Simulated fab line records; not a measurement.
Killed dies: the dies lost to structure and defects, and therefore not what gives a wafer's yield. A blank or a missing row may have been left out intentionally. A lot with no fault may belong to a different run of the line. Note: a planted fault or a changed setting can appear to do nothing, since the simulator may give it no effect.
Struck lot and sound lot, side by side    flow nand-harc    15 steps out of a route of 1302
Sound: wafers L612.2, L612.5, L612.6. Struck: wafer L621.2 (left out: L621.1, L621.4 of the same lot, which were not struck); the cause appears at the end.
Per side, at each step with rows, come the tool, then ch with its chambers, and then its first start. Under that, the readings that differ: sound wafers    struck wafers    difference of the means    sigmas: that difference in standard deviations of wafers without a fault.
alike: same words and numbers on both sides, and readings whose means sit less than 2 such deviations apart. not compared: any withheld reading, any reading some wafer has no value for, any bound like >300 that may hide the same value, and any number with overlapping values for which the record gives no deviation.
Wherever a step has rows on one side only, a row that says differs or no value, or a row with sigmas, the two part there. Numbers that don't overlap but have no deviation are shown without sigmas and don't part them. A reading that every wafer of one side lacks parts them only if that side has two wafers or more.

first, 8 steps without rows for these wafers: NHARC_THIN_TSV_DEHYDRATE_25 (time 120 s); NHARC_THIN_TSV_HMDS_26 (time 30 s); NHARC_THIN_TSV_COAT_27; NHARC_THIN_TSV_SOFTBAKE_28 (time 95 s); NHARC_THIN_TSV_EBR_29; NHARC_THIN_TSV_EXPOSE_30 (exposes mask PAD); NHARC_THIN_TSV_PEB_31 (peb time 85 s); NHARC_THIN_TSV_DEVELOP_32 (time 70 s).
NHARC_THIN_TSV_CD_MEAS_33: target cd 5000 nm.
  sound on cd-sem-02 ch 0, day 23 15:48; struck on cd-sem-02 ch 0, day 27 05:07
  alike: cd-nm
then, 1 step without rows for these wafers: NHARC_THIN_TSV_HARDBAKE_34 (time 80 s).
NHARC_THIN_TSV_DESCUM_35: chemistry O2, time 3 s.
  sound on rie-diel-01 ch 1,2,3, day 23 16:00; struck on rie-diel-01 ch 3, day 27 05:18
  alike: drypump-motor-current-A, oes-product-au, rf-vpp-V, showerhead-plenum-p-Torr, throttle-valve-pct
  not compared: rf-hours-counter-h
NHARC_THIN_TSV_ETCH_59: etches the open film in Cl2/BCl3, target depth 880 nm, time 138.1 s.
  sound on rie-metal-02 ch 0,1, day 23 16:07; struck on rie-metal-02 ch 0, day 27 05:25
  alike: drypump-motor-current-A, oes-product-au, rf-fwd-power-W, run-length-s, throttle-valve-pct
  not compared: rf-hours-counter-h
NHARC_THIN_TSV_ETCH_36: etches the open film in Cl2/BCl3, target depth 65 nm, time 18.571 s.
  sound on rie-metal-02 ch 0,1, day 23 16:21; struck on rie-metal-02 ch 0, day 27 05:40
reading           sound           struck  difference  sigmas
run-length-s (s)  39.6 38.8 39.9  34.3    -5.1        -13
  alike: drypump-motor-current-A, oes-product-au
  not compared: rf-hours-counter-h
NHARC_THIN_TSV_STRIP_56: strips in O2.
  sound on plasma-asher-01 ch 0,1, day 23 16:32; struck on plasma-asher-01 ch 0, day 27 05:46
  alike: drypump-motor-current-A, heater-power-w
  not compared: rf-hours-counter-h
NHARC_END_SORT_01:
  sound on prober-02 ch 0, day 24 01:50; struck on prober-02 ch 0, day 27 15:04
reading       sound  struck  difference  sigmas
killed-short  1 4 1  5       +3          +2
  alike: defect-limited-yield, killed-at-array, killed-at-other, killed-at-periphery, killed-dies, killed-open

WHERE THEY PART
Earliest at NHARC_THIN_TSV_ETCH_36; latest, in this record, at NHARC_END_SORT_01.

WHY: what the simulator had put in
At NHARC_THIN_TSV_ETCH_36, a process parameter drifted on rie-metal-02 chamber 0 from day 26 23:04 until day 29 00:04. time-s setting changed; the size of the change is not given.
